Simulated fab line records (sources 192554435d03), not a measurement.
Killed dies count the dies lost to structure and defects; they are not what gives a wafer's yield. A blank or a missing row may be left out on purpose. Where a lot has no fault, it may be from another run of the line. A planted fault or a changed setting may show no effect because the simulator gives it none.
Chamber matching -- flow n5 finfet -- N5_STI_FIN_REVEAL_ETCH_34 on rie si-02: 4 sister chambers
The step etches Si in H2, material Si, target depth 0.97 nm. 18 wafers are shown with their chamber, then 9 later ones without.

== WAFERS WITH THEIR CHAMBER ==
wafer,chamber,drypump motor current A (A),he backside leak sccm (sccm),oes product au (a.u.)
L075.2,3,6.2,2.9,0.973
L075.5,1,5.8,2.6,0.991
L075.6,0,6.6,3.4,1.007
L079.3,0,6.6,3.4,0.992
L079.4,1,5.8,2.5,0.979
L079.6,2,5.3,2.3,1.024
L080.3,2,5.4,2.3,1.035
L080.4,1,5.8,2.6,0.998
L080.5,1,5.8,2.6,0.994
L081.1,3,6.2,2.7,0.962
L081.5,2,5.4,2.3,1.024
L081.6,1,5.8,2.5,0.958
L088.1,3,6.2,2.8,0.972
L088.3,2,5.4,2.4,1.029
L088.4,0,6.6,3.4,1.006
L090.1,0,6.6,3.3,1.006
L090.2,1,5.8,2.4,0.977
L090.5,3,6.2,2.8,0.969

SIGNATURES (means of the wafers above)
reading,chamber 0,chamber 1,chamber 2,chamber 3,scatter within a chamber
drypump motor current A,6.600,5.800,5.375,6.200,0.0231
he backside leak sccm,3.375,2.533,2.325,2.800,0.0699
oes product au,1.00275,0.98283,1.02800,0.96900,0.00999
Rule: a wafer's distance from a chamber is the root of the sum, over the readings, of the square of ((its reading less the chamber's mean) divided by the reading's scatter). If the next closest chamber is less than 2 further off than the closest, the wafer can't be placed; otherwise it belongs to the closest. The scatter is the square root of a quotient: the sum, over the shown wafers, of each reading's squared deviation from its chamber's mean, divided by wafers minus chambers.

== WAFERS WITHOUT THEIR CHAMBER ==
wafer,drypump motor current A (A),he backside leak sccm (sccm),oes product au (a.u.)
L092.2,6.2,2.7,0.968
L092.3,5.4,2.3,1.027
L092.4,6.6,3.3,1.003
L094.2,6.2,2.8,0.975
L094.3,5.8,2.4,0.985
L094.5,6.2,3.0,0.994
L097.1,5.8,2.6,0.982
L097.3,5.4,2.4,1.019
L097.5,5.8,2.5,0.975

== THE CHAMBER EACH PASSED THROUGH ==
wafer,from the rows above,in truth
L092.2,3,3
L092.3,2,2
L092.4,0,0
L094.2,3,3
L094.3,1,1
L094.5,3,3
L097.1,1,1
L097.3,2,2
L097.5,1,1
Placed correctly: 9 of 9. Number that these rows cannot place: 0. Placed wrongly: 0.
